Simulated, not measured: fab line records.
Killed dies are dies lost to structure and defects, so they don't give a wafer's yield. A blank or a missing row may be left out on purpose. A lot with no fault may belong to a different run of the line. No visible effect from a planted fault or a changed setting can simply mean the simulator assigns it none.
Struck lot and sound lot, side by side / flow nandHarc / 39 out of 1302 route steps
Sound: the wafers L899.1, L899.2, L899.3. Struck: wafers L892.2, L892.4, L892.5. The cause is given at the end.
At each step with rows: each side's tool, then ch and its chambers, then its first start. Under that, the readings that differ: sound wafers / struck wafers / difference of the means / sigmas: that difference in standard deviations of wafers without a fault.
alike: words and numbers the same on both sides, and readings whose means are apart by under 2 such deviations; not compared: readings that were withheld, readings missing a value for some wafer, numbers with overlapping values and no deviation given by the record, and bounds like >300 which may hide the same value.
The two part at a step that has a row with sigmas, a row that says differs or no value, or rows on one side only. Non-overlapping numbers with no deviation appear without sigmas and do not part them. A reading that every wafer of one side lacks parts them only if that side has two wafers or more.

first, 2 steps without rows for these wafers: NHARC_THIN_TSV_ETCH_44 (etches the open film in CF4/O2, target depth 1594.2 nm, time 797.1 s); NHARC_THIN_TSV_ETCH_15 (target depth 3000 nm, bosch target overetch cycles 2, bosch etch step 2.8 s).
NHARC_THIN_TSV_CD_MEAS_16:
  struck on cdSem-01, day 28 10:33; sound on cdSem-01, day 31 17:41
  alike: cdNm
NHARC_THIN_TSV_STRIP_45: strips in O2.
  sound on plasmaAsher-02 ch 0,1, day 31 17:46; struck on plasmaAsher-01 ch 0,1, day 28 10:37
  alike: drypumpMotorCurrentA, heaterPowerW, rfReflPowerW
  not compared: rfHoursCounterH
then, 1 step without rows for these wafers: NHARC_THIN_TSV_STRIP_46 (strips in post etch residue remover, time 1200 s).
NHARC_THIN_TSV_DEP_47: deposits SiO2, target thk 200 nm.
  sound on pecvd-02 ch 0,1,2, day 31 18:34; struck on pecvd-02 ch 0,1,2, day 28 11:28
  alike: chamberPressureTorr, throttleValvePct
then, 4 steps without rows for these wafers: NHARC_THIN_TSV_ETCHBACK_48 (etches the open film in C4F8/Ar, target depth 1028.5 nm, time 405.17 s); NHARC_THIN_TSV_STRIP_62 (strips in N2/H2, time 20 s); NHARC_THIN_TSV_DEGAS_49 (time 120 s); NHARC_THIN_TSV_PRE_CLEAN_50 (time 30 s).
NHARC_THIN_TSV_PVD_19: deposits TaN, target thk 20 nm.
  sound on pvdSputter-03; struck on pvdSputter-02
  alike: throttleValvePct
then, 1 step without rows for these wafers: NHARC_THIN_TSV_PVD_51 (deposits Cu, target thk 100 nm).
NHARC_THIN_TSV_ECD_20: material Cu, target thk 2000 nm.
  sound on ecdCu-02 ch 0,1, day 31 20:11; struck on ecdCu-02 ch 0,1, day 28 12:52
NHARC_THIN_TSV_ANNEAL_52: time 90 s.
  sound on rtpAnneal-02 ch 0, day 31 20:55; struck on rtpAnneal-01 ch 0, day 28 13:41
  alike: wafer_temp_C_max
then, 14 steps without rows for these wafers: NHARC_THIN_TSV_CMP_21 (polishes, t overpolish 30 s, target thk 2000 nm); NHARC_THIN_TSV_SRD_23; NHARC_THIN_TSV_DEGAS_53 (time 60 s); NHARC_THIN_TSV_PRE_CLEAN_54 (time 30 s); NHARC_THIN_TSV_PVD_55 (deposits TiN, target thk 50 nm); NHARC_THIN_TSV_PVD_24 (deposits Al, target thk 800 nm); NHARC_THIN_TSV_DEHYDRATE_25 (time 120 s); NHARC_THIN_TSV_HMDS_26 (time 30 s); NHARC_THIN_TSV_COAT_27; NHARC_THIN_TSV_SOFTBAKE_28 (time 95 s); NHARC_THIN_TSV_EBR_29; NHARC_THIN_TSV_EXPOSE_30 (exposes mask PAD); NHARC_THIN_TSV_PEB_31 (peb time 85 s); NHARC_THIN_TSV_DEVELOP_32 (time 70 s).
NHARC_THIN_TSV_CD_MEAS_33 targets a cd of 5000 nm.
  sound on cdSem-01 ch 0, day 31 22:45; struck on cdSem-02 ch 0, day 28 15:28
  alike: cdNm
then, 4 steps without rows for these wafers: NHARC_THIN_TSV_HARDBAKE_34 (time 80 s); NHARC_THIN_TSV_DESCUM_35 (chemistry O2, time 3 s); NHARC_THIN_TSV_ETCH_59 (etches the open film in Cl2/BCl3, target depth 880 nm, time 138.1 s); NHARC_THIN_TSV_ETCH_36 (etches the open film in Cl2/BCl3, target depth 65 nm, time 18.571 s).
NHARC_THIN_TSV_STRIP_56: strips in O2.
  sound on plasmaAsher-01 ch 0,1, day 31 23:26; struck on plasmaAsher-02 ch 0,1, day 28 16:14
  alike: drypumpMotorCurrentA, heaterPowerW, rfReflPowerW
  not compared: rfHoursCounterH
then, 1 step without rows for these wafers: NHARC_THIN_TSV_STRIP_57 (strips in post etch residue remover, time 1200 s).
NHARC_THIN_TSV_CD_MEAS_37:
  struck on cdSem-01, day 28 17:02; sound on cdSem-01, day 32 00:13
  alike: cdNm
then, 1 step without rows for these wafers: NHARC_THIN_TSV_ANNEAL_58 (time 1800 s).
NHARC_THIN_TSV_INSPECT_40:
  struck on defectInspect-02, day 28 23:19; sound on defectInspect-01, day 32 04:46
  alike: rawDefectCount
NHARC_END_SORT_01:
  only the struck wafers appear in the record here, on prober-01 ch 0 at day 29 03:11; the sound ones have no rows

== WHERE THEY PART ==
NHARC_END_SORT_01 only, going by this record.

WHY: the cause the simulator had injected
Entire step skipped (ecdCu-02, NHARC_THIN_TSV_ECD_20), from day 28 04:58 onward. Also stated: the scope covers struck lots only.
